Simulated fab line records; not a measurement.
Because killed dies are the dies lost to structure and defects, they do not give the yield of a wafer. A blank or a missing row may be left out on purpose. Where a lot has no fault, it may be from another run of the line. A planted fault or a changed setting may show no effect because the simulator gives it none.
fab line records | flow n5_finfet | part 1 of 2: steps 1 to 21 of 32
[record] lots = 5 wafers = 15 last_day = 18
route steps=1938 shown BEOL_M6@1220
lots untouched by any fault: they come from a run of this same line in which no faults occurred
start_h: the number of hours between the record's first day and the start of the first shown wafer of the lot | wait_h: hours from the lot's prior step to this one | " as in the row above | L1.1+2: a row that stands for several wafers | - no value, or no start given | * or withheld: withheld | < > ~ a bound
route shown NAME@n: a module of which the file shows steps, and the number in the route of the first | usual: mean/standard deviation taken from wafers without a fault | same: alike in all rows | chamber/n: place in a boat | sites: each site's reading | _std_site: their standard deviation | _edge_site: the outer-site mean with the inner-site mean subtracted | radius_mm: for every site, how far away it sits from the centre of the wafer | mask NAME#n: copy n | behind: the last tool/chamber to shape the wafer | hold: what put the lot on hold/how long, in hours/how the hold closed | device: the n, p or np transistor that did not switch | end of line: tests of these same wafers at the route's end | step lacking rows: just its recipe | killed: at the first sort, the dies lost to defects and structure; wafer yield is something else | map: a wafer's dies, x killed, . not, _ none there
set.NAME: the setting as run; set.NAME@STEP: as run at that earlier step | model.NAME: the simulator's own value behind a step, which no gauge read
lots seen at some steps along the route; tables by step, rows by wafer
services: from which hour (start_h, from the record's first day; less than 0 if before it) a tool's chamber was out of use, for how many hours, and why
[[steps]]
[step N5_BEOL_M6_COAT_71]
[recipe] resist = underlayer temp_c = 205 time_s = 60 spin_rpm = 1500 resist_thk_nm = 5
// columns lot.wafer tool chamber start_h wait_h
L081.2+4+5 litho_track-02 0 - -
L078.2+3+6 litho_track-02 0 - -
L093.1+4+5 litho_track-02 0 - -
L097.1+4+5 litho_track-02 0 - -
L096.2+4+6 litho_track-03 0 - -
[step N5_BEOL_M6_COAT_22]
[recipe] resist = CAR-EUV spin_rpm = 1500 resist_thk_nm = 30
// columns lot.wafer tool chamber start_h wait_h
L081.2+4+5 litho_track-02 0 - -
L078.2+3+6 litho_track-02 0 - -
L093.1+4+5 litho_track-02 0 - -
L097.1+4+5 litho_track-02 0 - -
L096.2+4+6 litho_track-03 0 - -
[step N5_BEOL_M6_EBR_24]
[recipe] solvent = PGMEA ebr_width_mm = 1.5
// columns lot.wafer tool chamber start_h wait_h
L081.2+4+5 litho_track-02 0 - -
L078.2+3+6 litho_track-02 0 - -
L093.1+4+5 litho_track-02 0 - -
L097.1+4+5 litho_track-02 0 - -
L096.2+4+6 litho_track-03 0 - -
[step N5_BEOL_M6_SOFTBAKE_23]
[recipe] temp_c = 110 time_s = 60 resist = CAR-EUV
// columns lot.wafer tool chamber start_h wait_h
L081.2+4+5 litho_track-02 0 - -
L078.2+3+6 litho_track-02 0 - -
L093.1+4+5 litho_track-02 0 - -
L097.1+4+5 litho_track-02 0 - -
L096.2+4+6 litho_track-03 0 - -
[step N5_BEOL_M6_EXPOSE_25]
[recipe] mask_id = V5 na = 0.33 source_shape = annular sigma_inner = 0.4 sigma_outer = 0.8 polarization = unpolarized target_cd_nm = 40 dose_mj = 45
// columns lot.wafer tool chamber start_h wait_h mask
L081.2+4+5 euv_scanner-02 0 231.64 - V5#0
L078.2+3+6 euv_scanner-02 0 263.64 - V5#0
L093.1+4+5 euv_scanner-02 0 322.12 - V5#0
L097.1+4+5 euv_scanner-01 0 342.04 - V5#0
L096.2+4+6 euv_scanner-02 0 342.22 - V5#0
[step N5_BEOL_M6_PEB_26]
[recipe] peb_temp_c = 100 peb_time_s = 60 resist = CAR-EUV
// columns lot.wafer tool chamber start_h wait_h
L081.2+4+5 litho_track-03 0 231.70 0.1
L078.2+3+6 litho_track-03 0 263.71 0.1
L093.1+4+5 litho_track-03 0 322.19 0.1
L097.1+4+5 litho_track-02 0 342.11 0.1
L096.2+4+6 litho_track-04 0 342.28 0.1
[step N5_BEOL_M6_DEVELOP_27]
[recipe] develop_time_s = 30 developer = TMAH resist = CAR-EUV rinse_liquid = surfactant_rinse dry = air_spin dev_temp_c = 23
// columns lot.wafer tool chamber start_h wait_h
L081.2+4+5 litho_track-03 0 - -
L078.2+3+6 litho_track-03 0 - -
L093.1+4+5 litho_track-03 0 - -
L097.1+4+5 litho_track-02 0 - -
L096.2+4+6 litho_track-04 0 - -
[step N5_BEOL_M6_CD_MEAS_28]
[recipe] target_cd_nm = 40 landing_energy_ev = 500 detector = se_inlens
[usual] cd_nm = 40.14/0.23
// columns lot.wafer tool chamber start_h wait_h cd_nm
L081.2 cd_sem-03 0 231.77 - 40.35
L081.4 " 0 " " 40.26
L081.5 " 0 " " 39.98
L078.2 cd_sem-03 0 263.77 - 40.00
L078.3 " 0 " " 40.24
L078.6 " 0 " " 40.38
L093.1 cd_sem-03 0 322.26 - 40.27
L093.4 " 0 " " 39.86
L093.5 " 0 " " 39.87
L097.1 cd_sem-02 0 342.18 - 40.39
L097.4 " 0 " " 40.48
L097.5 " 0 " " 40.14
L096.2 cd_sem-01 0 342.35 - 40.21
L096.4 " 0 " " 39.47
L096.6 " 0 " " 40.23
[step N5_BEOL_M6_OVL_MEAS_29]
[recipe] points_per_wafer = 522
[usual] V5_OVL = 0.3/0.7
// columns lot.wafer tool chamber start_h wait_h V5_OVL[nm]
L081.2 overlay-02 0 231.81 0.0 0.1
L081.4 " 0 " " 0.0
L081.5 " 0 " " 0.7
L078.2 overlay-02 0 263.81 0.0 0.5
L078.3 " 0 " " -0.2
L078.6 " 0 " " 0.1
L093.1 overlay-01 0 322.29 0.0 0.0
L093.4 " 0 " " 1.3
L093.5 " 0 " " 0.4
L097.1 overlay-01 0 342.21 0.0 0.5
L097.4 " 0 " " 0.1
L097.5 " 0 " " 0.6
L096.2 overlay-01 0 342.39 0.0 -0.2
L096.4 " 0 " " 0.4
L096.6 " 0 " " 0.8
[step N5_BEOL_M6_INSPECT_30]
[recipe] mode = adi inspect_instrument = brightfield
[usual] raw_defect_count = 407/90
// columns lot.wafer tool chamber start_h wait_h raw_defect_count
L081.2 defect_inspect-01 - 231.86 0.0 349
L081.4 " - " " 438
L081.5 " - " " 463
L078.2 defect_inspect-02 - 263.86 0.0 386
L078.3 " - " " 312
L078.6 " - " " 331
L093.1 defect_inspect-02 - 322.34 0.1 365
L093.4 " - " " 503
L093.5 " - " " 420
L097.1 defect_inspect-02 - 342.27 0.1 388
L097.4 " - " " 612
L097.5 " - " " 590
L096.2 defect_inspect-02 - 342.44 0.0 365
L096.4 " - " " 442
L096.6 " - " " 323
[step N5_BEOL_M6_DESCUM_33]
[recipe] chemistry = O2 time_s = 7 source_power_w = 50 bias_power_w = 20 pressure_mtorr = 20 rf_frequency_hz = 2.712e+07 temp_c = 40 resist = CAR-EUV o2_flow_sccm = 225
[usual] drypump_motor_current_A = 5.7/0.48 oes_product_au = 0.82/0.087 rf_vpp_V = 242.6/1.1 showerhead_plenum_p_Torr = 2.06/0.049 throttle_valve_pct = 20.44/0.26
// columns lot.wafer tool chamber start_h wait_h drypump_motor_current_A oes_product_au rf_hours_counter_h rf_vpp_V showerhead_plenum_p_Torr throttle_valve_pct
L081.2 rie_diel-01 2 231.89 0.0 5.8 0.87 44 244.5 2.06 20.66
L081.4 " 1 " " 6.3 0.93 14 241.9 2.06 20.34
L081.5 " 1 " " 6.3 0.92 - 242.3 2.06 20.34
L078.2 rie_diel-01 3 263.90 0.0 6.1 0.79 105 241.8 2.02 20.10
L078.3 " 2 " " 5.8 0.86 58 241.0 2.06 20.69
L078.6 " 3 " " 6.1 0.80 - 241.4 2.02 20.10
L093.1 rie_diel-03 1 322.41 0.1 5.9 0.84 64 243.7 2.14 20.17
L093.4 " 3 " " 5.8 0.76 146 243.0 2.11 20.72
L093.5 " 3 " " 5.8 0.75 - 243.7 2.11 20.72
L097.1 rie_diel-01 2 342.31 0.0 5.8 0.82 86 242.0 2.05 20.72
L097.4 " 3 " " 6.1 0.77 132 242.4 2.01 20.14
L097.5 " 3 " " 6.1 0.78 - 242.8 2.01 20.13
L096.2 rie_diel-01 1 342.83 0.4 6.3 0.84 56 242.8 2.04 20.41
L096.4 " 3 " " 6.1 0.78 133 243.7 2.01 20.11
L096.6 " 1 " " 6.3 0.84 - 241.5 2.04 20.40
[step N5_BEOL_M6_ETCH_72]
[recipe] chemistry = N2/H2 target = underlayer target_depth_a = 65 mask_material = CAR-EUV time_s = 5.2 ion_energy_ev = 200 pressure_mtorr = 30 source_w = 840 bias_w = 150 n2_flow_sccm = 200 h2_flow_sccm = 200 ends = cleared
[usual] drypump_motor_current_A = 5.7/0.48 etch_rf_on_time_s = 5.18/0.14 oes_product_au = 0.70/0.073 rf_vpp_V = 522.4/1.8 showerhead_plenum_p_Torr = 2.49/0.056 throttle_valve_pct = 17.77/0.27
// columns lot.wafer tool chamber start_h wait_h drypump_motor_current_A etch_rf_on_time_s oes_product_au rf_hours_counter_h rf_vpp_V showerhead_plenum_p_Torr throttle_valve_pct
L081.2 rie_diel-01 2 231.93 0.0 5.8 5.48 0.73 44 521.6 2.46 17.73
L081.4 " 1 " " 6.3 5.29 0.78 14 521.6 2.47 17.48
L081.5 " 1 " " 6.4 5.26 0.78 - 522.9 2.47 17.49
L078.2 rie_diel-01 3 263.93 0.0 6.1 5.21 0.68 105 522.1 2.45 17.52
L078.3 " 2 " " 5.8 5.43 0.70 58 522.2 2.46 17.78
L078.6 " 3 " " 6.1 5.19 0.67 - 519.0 2.45 17.48
L093.1 rie_diel-03 1 322.44 0.0 5.9 5.13 0.73 64 524.6 2.58 17.40
L093.4 " 3 " " 5.8 5.34 0.63 146 524.1 2.55 18.16
L093.5 " 3 " " 5.8 5.35 0.63 - 525.4 2.55 18.17
L097.1 rie_diel-01 2 342.34 0.0 5.8 5.43 0.68 86 522.6 2.45 17.80
L097.4 " 3 " " 6.1 5.20 0.66 132 520.2 2.44 17.55
L097.5 " 3 " " 6.1 5.16 0.66 - 521.0 2.44 17.55
L096.2 rie_diel-01 1 342.86 0.0 6.3 5.22 0.73 56 522.0 2.45 17.55
L096.4 " 3 " " 6.1 5.10 0.67 133 520.1 2.44 17.54
L096.6 " 1 " " 6.3 5.22 0.73 - 522.9 2.45 17.53
[step N5_BEOL_M6_ETCH_65]
[recipe] chemistry = CF4 target = SiARC target_depth_a = 156 mask_material = CAR-EUV time_s = 26 ion_energy_ev = 80 pressure_mtorr = 40 source_w = 545 bias_w = 36 Ar_flow_sccm = 100 cf4_flow_sccm = 100 ends = cleared
[usual] drypump_motor_current_A = 5.7/0.48 etch_rf_on_time_s = 25.8/0.65 oes_product_au = 0.70/0.073 rf_vpp_V = 183.5/0.87 showerhead_plenum_p_Torr = 2.10/0.041 throttle_valve_pct = 15.56/0.25
// columns lot.wafer tool chamber start_h wait_h drypump_motor_current_A etch_rf_on_time_s oes_product_au rf_hours_counter_h rf_vpp_V showerhead_plenum_p_Torr throttle_valve_pct
L081.2 rie_diel-01 2 231.94 0.0 5.8 27.0 0.72 44 183.1 2.09 15.58
L081.4 " 1 " " 6.3 26.0 0.79 14 182.3 2.09 15.32
L081.5 " 1 " " 6.3 25.9 0.78 - 182.3 2.09 15.31
L078.2 rie_diel-01 3 263.95 0.0 6.1 25.7 0.68 105 182.6 2.07 15.22
L078.3 " 2 " " 5.8 27.0 0.71 58 183.0 2.09 15.62
L078.6 " 3 " " 6.1 25.7 0.69 - 182.7 2.07 15.21
L093.1 rie_diel-03 1 322.46 0.0 5.9 25.5 0.73 64 184.0 2.16 15.22
L093.4 " 3 " " 5.8 26.0 0.64 146 184.1 2.14 15.76
L093.5 " 3 " " 5.8 26.2 0.64 - 183.0 2.13 15.76
L097.1 rie_diel-01 2 342.36 0.0 5.8 27.0 0.68 86 183.5 2.08 15.67
L097.4 " 3 " " 6.1 25.5 0.67 132 182.8 2.06 15.27
L097.5 " 3 " " 6.1 25.7 0.67 - 182.7 2.06 15.28
L096.2 rie_diel-01 1 342.88 0.0 6.3 26.4 0.72 56 185.0 2.08 15.41
L096.4 " 3 " " 6.1 25.5 0.66 133 183.9 2.06 15.26
L096.6 " 1 " " 6.3 26.4 0.72 - 185.0 2.08 15.41
[step N5_BEOL_M6_ETCH_66]
[recipe] chemistry = N2/H2 target = SOC target_depth_a = 800 overetch_a = 160 mask_material = SiARC temp_c = 40 time_s = 120 ion_energy_ev = 200 pressure_mtorr = 30 source_w = 840 bias_w = 150 n2_flow_sccm = 200 h2_flow_sccm = 200
[usual] drypump_motor_current_A = 5.7/0.48 oes_product_au = 0.62/0.065 rf_vpp_V = 522.6/1.6 showerhead_plenum_p_Torr = 2.49/0.056 throttle_valve_pct = 17.73/0.27
// columns lot.wafer tool chamber start_h wait_h drypump_motor_current_A oes_product_au rf_hours_counter_h rf_vpp_V showerhead_plenum_p_Torr throttle_valve_pct
L081.2 rie_diel-01 2 231.97 0.0 5.7 0.66 44 523.0 2.46 17.71
L081.4 " 1 " " 6.3 0.70 14 522.9 2.47 17.42
L081.5 " 1 " " 6.3 0.71 - 523.1 2.47 17.44
L078.2 rie_diel-01 3 263.98 0.0 6.1 0.61 105 521.6 2.46 17.45
L078.3 " 2 " " 5.8 0.65 58 522.4 2.46 17.72
L078.6 " 3 " " 6.1 0.61 - 520.6 2.46 17.45
L093.1 rie_diel-03 1 322.49 0.0 5.9 0.64 64 525.3 2.58 17.34
L093.4 " 3 " " 5.8 0.57 146 522.8 2.55 18.12
L093.5 " 3 " " 5.8 0.57 - 524.2 2.55 18.11
L097.1 rie_diel-01 2 342.39 0.0 5.8 0.63 86 522.7 2.45 17.78
L097.4 " 3 " " 6.1 0.59 132 522.3 2.44 17.50
L097.5 " 3 " " 6.1 0.59 - 522.1 2.44 17.50
L096.2 rie_diel-01 1 342.91 0.0 6.3 0.65 56 521.8 2.45 17.50
L096.4 " 3 " " 6.1 0.59 133 522.5 2.44 17.50
L096.6 " 1 " " 6.3 0.65 - 522.0 2.45 17.50
[step N5_BEOL_M6_STRIP_69]
[recipe] chemistry = N2/H2 temp_c = 40 n2_flow_sccm = 200 h2_flow_sccm = 200 rf_frequency_hz = 6e+07
// columns lot.wafer tool chamber start_h wait_h
L081.2+4+5 rie_diel-01 2,1,1 232.05 0.0
L078.2+3+6 rie_diel-01 3,2,3 264.06 0.0
L093.1+4+5 rie_diel-03 1,3,3 322.57 0.0
L097.1+4+5 rie_diel-01 2,3,3 342.47 0.0
L096.2+4+6 rie_diel-01 1,3,1 342.99 0.0
[step N5_BEOL_M6_STRIP_73]
[recipe] chemistry = N2/H2 temp_c = 40 n2_flow_sccm = 200 h2_flow_sccm = 200 rf_frequency_hz = 6e+07
// columns lot.wafer tool chamber start_h wait_h
L081.2+4+5 rie_diel-01 2,1,1 232.06 0.0
L078.2+3+6 rie_diel-01 3,2,3 264.07 0.0
L093.1+4+5 rie_diel-03 1,3,3 322.58 0.0
L097.1+4+5 rie_diel-01 2,3,3 342.48 0.0
L096.2+4+6 rie_diel-01 1,3,1 343.00 0.0
[step N5_BEOL_M6_VIA_ETCH_34]
[recipe] chemistry = C4F6/O2 target = SiCOH_lowk target_depth_a = 1263 mask_material = SOC taper_deg = 4 time_s = 50.9 ion_energy_ev = 250 pressure_mtorr = 30 source_w = 345 bias_w = 185 Ar_flow_sccm = 300 C4F6_flow_sccm = 10 O2_flow_sccm = 10
[usual] drypump_motor_current_A = 5.7/0.48 oes_product_au = 0.82/0.085 rf_vpp_V = 665/12 showerhead_plenum_p_Torr = 2.80/0.055 throttle_valve_pct = 20.88/0.25
// columns lot.wafer tool chamber start_h wait_h drypump_motor_current_A oes_product_au rf_hours_counter_h rf_vpp_V showerhead_plenum_p_Torr throttle_valve_pct
L081.2 rie_diel-01 2 232.07 0.0 5.7 0.85 44 666 2.78 20.93
L081.4 " 1 " " 6.3 0.91 14 648 2.79 20.69
L081.5 " 1 " " 6.3 0.91 - 650 2.79 20.70
L078.2 rie_diel-01 3 264.08 0.0 6.1 0.79 105 657 2.76 20.54
L078.3 " 2 " " 5.8 0.83 58 665 2.78 20.97
L078.6 " 3 " " 6.1 0.80 - 657 2.76 20.52
L093.1 rie_diel-03 1 322.59 0.0 5.9 0.85 64 670 2.86 20.35
L093.4 " 3 " " 5.8 0.74 146 640 2.86 21.13
L093.5 " 3 " " 5.8 0.74 - 639 2.86 21.14
L097.1 rie_diel-01 2 342.49 0.0 5.8 0.81 86 665 2.76 21.02
L097.4 " 3 " " 6.1 0.77 132 658 2.74 20.58
L097.5 " 3 " " 6.1 0.78 - 658 2.74 20.56
L096.2 rie_diel-01 1 343.01 0.0 6.3 0.84 56 647 2.77 20.77
L096.4 " 3 " " 6.1 0.79 133 658 2.74 20.57
L096.6 " 1 " " 6.3 0.83 - 646 2.77 20.77
[step N5_BEOL_M6_STRIP_76]
[recipe] chemistry = C4F6/O2 resist = SiARC rf_frequency_hz = 6e+07
// columns lot.wafer tool chamber start_h wait_h
L081.2+4+5 rie_diel-01 2,1,1 232.11 0.0
L078.2+3+6 rie_diel-01 3,2,3 264.12 0.0
L093.1+4+5 rie_diel-03 1,3,3 322.63 0.0
L097.1+4+5 rie_diel-01 2,3,3 342.53 0.0
L096.2+4+6 rie_diel-01 1,3,1 343.05 0.0
[step N5_BEOL_M6_STRIP_36]
[recipe] chemistry = N2/H2 power_w = 450 temp_c = 40 pressure_mtorr = 20 rf_frequency_hz = 6e+07 overash_fraction = 0.3 bias_power_w = 7 h2_frac = 0.5 n2_flow_sccm = 200 h2_flow_sccm = 200
[usual] drypump_motor_current_A = 5.7/0.48 oes_product_au = 0.82/0.087 rf_vpp_V = 59.1/1.3 showerhead_plenum_p_Torr = 2.48/0.056 throttle_valve_pct = 23.6/0.31
// columns lot.wafer tool chamber start_h wait_h drypump_motor_current_A oes_product_au rf_hours_counter_h rf_vpp_V showerhead_plenum_p_Torr throttle_valve_pct
L081.2 rie_diel-01 2 232.12 0.0 5.8 0.87 44 60.4 2.46 23.6
L081.4 " 1 " " 6.3 0.91 14 59.3 2.46 23.2
L081.5 " 1 " " 6.4 0.93 - 61.5 2.46 23.2
L078.2 rie_diel-01 3 264.13 0.0 6.1 0.79 105 59.6 2.45 23.3
L078.3 " 2 " " 5.8 0.85 58 58.8 2.45 23.6
L078.6 " 3 " " 6.1 0.79 - 57.0 2.45 23.3
L093.1 rie_diel-03 1 322.64 0.0 5.9 0.83 64 58.9 2.57 23.1
L093.4 " 3 " " 5.8 0.75 146 58.9 2.55 24.0
L093.5 " 3 " " 5.8 0.74 - 57.9 2.55 24.0
L097.1 rie_diel-01 2 342.54 0.0 5.8 0.82 86 59.2 2.44 23.6
L097.4 " 3 " " 6.1 0.79 132 58.5 2.44 23.3
L097.5 " 3 " " 6.1 0.78 - 61.7 2.44 23.3
L096.2 rie_diel-01 1 343.06 0.0 6.3 0.85 56 60.1 2.45 23.3
L096.4 " 3 " " 6.1 0.77 133 56.6 2.44 23.3
L096.6 " 1 " " 6.3 0.85 - 60.6 2.45 23.3
[step N5_BEOL_M6_TRENCH_ETCH_37]
[recipe] chemistry = C4F6/O2 target_depth_a = 944.35 target = SiCOH_lowk time_s = 31.5 ion_energy_ev = 250 pressure_mtorr = 30 source_w = 345 bias_w = 185 Ar_flow_sccm = 300 C4F6_flow_sccm = 10 O2_flow_sccm = 10
[usual] drypump_motor_current_A = 5.7/0.48 oes_product_au = 0.82/0.086 rf_vpp_V = 665/12 showerhead_plenum_p_Torr = 2.80/0.055 throttle_valve_pct = 20.91/0.25
// columns lot.wafer tool chamber start_h wait_h drypump_motor_current_A oes_product_au rf_hours_counter_h rf_vpp_V showerhead_plenum_p_Torr throttle_valve_pct
L081.2 rie_diel-01 2 - - 5.8 0.86 44 666 2.78 20.97
L081.4 " 1 " " 6.3 0.93 14 648 2.79 20.75
L081.5 " 1 " " 6.4 0.91 - 648 2.79 20.74
L078.2 rie_diel-01 3 - - 6.1 0.80 105 658 2.76 20.56
L078.3 " 2 " " 5.8 0.84 58 667 2.78 21.00
L078.6 " 3 " " 6.1 0.80 - 657 2.76 20.55
L093.1 rie_diel-03 1 - - 5.8 0.85 64 669 2.86 20.39
L093.4 " 3 " " 5.8 0.74 147 639 2.86 21.18
L093.5 " 3 " " 5.8 0.74 - 640 2.86 21.18
L097.1 rie_diel-01 2 - - 5.8 0.81 86 665 2.76 21.04
L097.4 " 3 " " 6.1 0.78 132 658 2.74 20.58
L097.5 " 3 " " 6.1 0.77 - 657 2.74 20.58
L096.2 rie_diel-01 1 - - 6.3 0.84 56 645 2.77 20.80
L096.4 " 3 " " 6.1 0.78 133 658 2.74 20.59
L096.6 " 1 " " 6.3 0.84 - 648 2.77 20.81
[step N5_BEOL_M6_ETCH_41]
[recipe] chemistry = CH3F/O2 target = SiCN target_depth_a = 297 taper_deg = 2 time_s = 52 ion_energy_ev = 120 mask_material = TiN pressure_mtorr = 30 source_w = 395 bias_w = 75 Ar_flow_sccm = 150 CH3F_flow_sccm = 30 O2_flow_sccm = 20
[usual] drypump_motor_current_A = 5.7/0.48 oes_product_au = 0.82/0.086 rf_vpp_V = 296.6/1.2 showerhead_plenum_p_Torr = 1.96/0.041 throttle_valve_pct = 16.29/0.23
// columns lot.wafer tool chamber start_h wait_h drypump_motor_current_A oes_product_au rf_hours_counter_h rf_vpp_V showerhead_plenum_p_Torr throttle_valve_pct
L081.2 rie_diel-01 2 - - 5.7 0.86 44 296.5 1.95 16.33
L081.4 " 1 " " 6.3 0.90 14 295.8 1.96 16.10
L081.5 " 1 " " 6.3 0.92 - 294.6 1.96 16.09
L078.2 rie_diel-01 3 - - 6.1 0.79 105 294.9 1.94 15.96
L078.3 " 2 " " 5.8 0.83 58 294.9 1.95 16.34
L078.6 " 3 " " 6.1 0.80 - 294.9 1.94 15.99
L093.1 rie_diel-03 1 - - 5.8 0.85 64 297.7 2.02 15.85
L093.4 " 3 " " 5.8 0.75 147 298.3 2.01 16.55
L093.5 " 3 " " 5.8 0.73 - 297.2 2.01 16.56
L097.1 rie_diel-01 2 - - 5.8 0.81 86 296.0 1.94 16.39
L097.4 " 3 " " 6.1 0.78 132 296.1 1.93 16.03
L097.5 " 3 " " 6.1 0.77 - 295.8 1.93 16.03
L096.2 rie_diel-01 1 - - 6.3 0.84 56 295.6 1.95 16.17
L096.4 " 3 " " 6.1 0.77 133 294.1 1.93 16.04
L096.6 " 1 " " 6.3 0.84 - 295.9 1.95 16.18
